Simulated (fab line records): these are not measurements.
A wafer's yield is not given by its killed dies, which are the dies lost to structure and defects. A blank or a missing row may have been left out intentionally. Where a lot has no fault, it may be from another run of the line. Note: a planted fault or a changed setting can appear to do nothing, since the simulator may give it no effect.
Chamber matching || flow n5 finfet || 4 sister chambers for N5_MOL_CONTACT_COAG_VIA_ETCH_117 on rie diel-05
The step etches SiO2 in C4F6/O2, target depth 40 nm, overetch 8 nm, time 26 s. 16 wafers are shown with their chamber, then 8 later ones without.

## WAFERS, EACH WITH ITS CHAMBER
{"wafer": "L075.1", "chamber": 3, "showerhead plenum p Torr (Torr)": 2.93, "throttle valve pct (%)": 40.8, "drypump motor current A (A)": 6.2}
{"wafer": "L075.2", "chamber": 1, "showerhead plenum p Torr (Torr)": 2.83, "throttle valve pct (%)": 40.6, "drypump motor current A (A)": 5.0}
{"wafer": "L075.3", "chamber": 2, "showerhead plenum p Torr (Torr)": 2.69, "throttle valve pct (%)": 41.0, "drypump motor current A (A)": 6.0}
{"wafer": "L077.2", "chamber": 3, "showerhead plenum p Torr (Torr)": 2.93, "throttle valve pct (%)": 40.8, "drypump motor current A (A)": 6.1}
{"wafer": "L077.3", "chamber": 2, "showerhead plenum p Torr (Torr)": 2.69, "throttle valve pct (%)": 41.0, "drypump motor current A (A)": 5.9}
{"wafer": "L077.5", "chamber": 3, "showerhead plenum p Torr (Torr)": 2.93, "throttle valve pct (%)": 40.8, "drypump motor current A (A)": 6.1}
{"wafer": "L079.1", "chamber": 1, "showerhead plenum p Torr (Torr)": 2.83, "throttle valve pct (%)": 40.6, "drypump motor current A (A)": 5.0}
{"wafer": "L079.4", "chamber": 0, "showerhead plenum p Torr (Torr)": 2.68, "throttle valve pct (%)": 40.5, "drypump motor current A (A)": 5.9}
{"wafer": "L079.6", "chamber": 3, "showerhead plenum p Torr (Torr)": 2.92, "throttle valve pct (%)": 40.8, "drypump motor current A (A)": 6.1}
{"wafer": "L080.4", "chamber": 1, "showerhead plenum p Torr (Torr)": 2.83, "throttle valve pct (%)": 40.6, "drypump motor current A (A)": 5.0}
{"wafer": "L080.5", "chamber": 1, "showerhead plenum p Torr (Torr)": 2.83, "throttle valve pct (%)": 40.6, "drypump motor current A (A)": 5.0}
{"wafer": "L080.6", "chamber": 0, "showerhead plenum p Torr (Torr)": 2.68, "throttle valve pct (%)": 40.5, "drypump motor current A (A)": 5.9}
{"wafer": "L081.3", "chamber": 2, "showerhead plenum p Torr (Torr)": 2.68, "throttle valve pct (%)": 41.0, "drypump motor current A (A)": 6.0}
{"wafer": "L081.4", "chamber": 1, "showerhead plenum p Torr (Torr)": 2.82, "throttle valve pct (%)": 40.5, "drypump motor current A (A)": 5.0}
{"wafer": "L081.5", "chamber": 0, "showerhead plenum p Torr (Torr)": 2.68, "throttle valve pct (%)": 40.5, "drypump motor current A (A)": 5.9}
{"wafer": "L082.1", "chamber": 0, "showerhead plenum p Torr (Torr)": 2.68, "throttle valve pct (%)": 40.5, "drypump motor current A (A)": 5.9}

SIGNATURES (means of the wafers above)
{"reading": "showerhead plenum p Torr", "chamber 0": 2.6800, "chamber 1": 2.8280, "chamber 2": 2.6867, "chamber 3": 2.9275, "scatter within a chamber": 0.0043}
{"reading": "throttle valve pct", "chamber 0": 40.500, "chamber 1": 40.580, "chamber 2": 41.000, "chamber 3": 40.800, "scatter within a chamber": 0.0258}
{"reading": "drypump motor current A", "chamber 0": 5.900, "chamber 1": 5.000, "chamber 2": 5.967, "chamber 3": 6.125, "scatter within a chamber": 0.0344}
Rule: distance of a wafer from a chamber = root of the sum over the readings of ((wafer's reading minus chamber's mean) / reading's scatter) squared. If the next closest chamber is less than 2 further off than the closest, the wafer can't be placed; otherwise it belongs to the closest. The scatter: the root of (the sum of the squares of (reading less its chamber's mean) over the shown wafers, divided by (wafers less chambers)).

## WAFERS WITH NO CHAMBER GIVEN
{"wafer": "L082.2", "showerhead plenum p Torr (Torr)": 2.82, "throttle valve pct (%)": 40.6, "drypump motor current A (A)": 5.0}
{"wafer": "L082.6", "showerhead plenum p Torr (Torr)": 2.92, "throttle valve pct (%)": 40.8, "drypump motor current A (A)": 6.2}
{"wafer": "L092.2", "showerhead plenum p Torr (Torr)": 2.91, "throttle valve pct (%)": 40.9, "drypump motor current A (A)": 6.2}
{"wafer": "L092.4", "showerhead plenum p Torr (Torr)": 2.67, "throttle valve pct (%)": 40.5, "drypump motor current A (A)": 5.8}
{"wafer": "L092.6", "showerhead plenum p Torr (Torr)": 2.91, "throttle valve pct (%)": 40.8, "drypump motor current A (A)": 6.2}
{"wafer": "L095.3", "showerhead plenum p Torr (Torr)": 3.01, "throttle valve pct (%)": 41.1, "drypump motor current A (A)": 6.0}
{"wafer": "L095.5", "showerhead plenum p Torr (Torr)": 2.81, "throttle valve pct (%)": 40.6, "drypump motor current A (A)": 5.0}
{"wafer": "L095.6", "showerhead plenum p Torr (Torr)": 2.91, "throttle valve pct (%)": 40.8, "drypump motor current A (A)": 6.2}

## WHICH CHAMBER EACH ONE RAN IN
{"wafer": "L082.2", "from the rows above": 1, "in truth": 1}
{"wafer": "L082.6", "from the rows above": 3, "in truth": 3}
{"wafer": "L092.2", "from the rows above": 3, "in truth": 3}
{"wafer": "L092.4", "from the rows above": 0, "in truth": 0}
{"wafer": "L092.6", "from the rows above": 3, "in truth": 3}
{"wafer": "L095.3", "from the rows above": 3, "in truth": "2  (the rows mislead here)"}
{"wafer": "L095.5", "from the rows above": 1, "in truth": 1}
{"wafer": "L095.6", "from the rows above": 3, "in truth": 3}
Correctly placed: 7 of 8. From these rows, 0 cannot be placed. 1 placed wrongly.
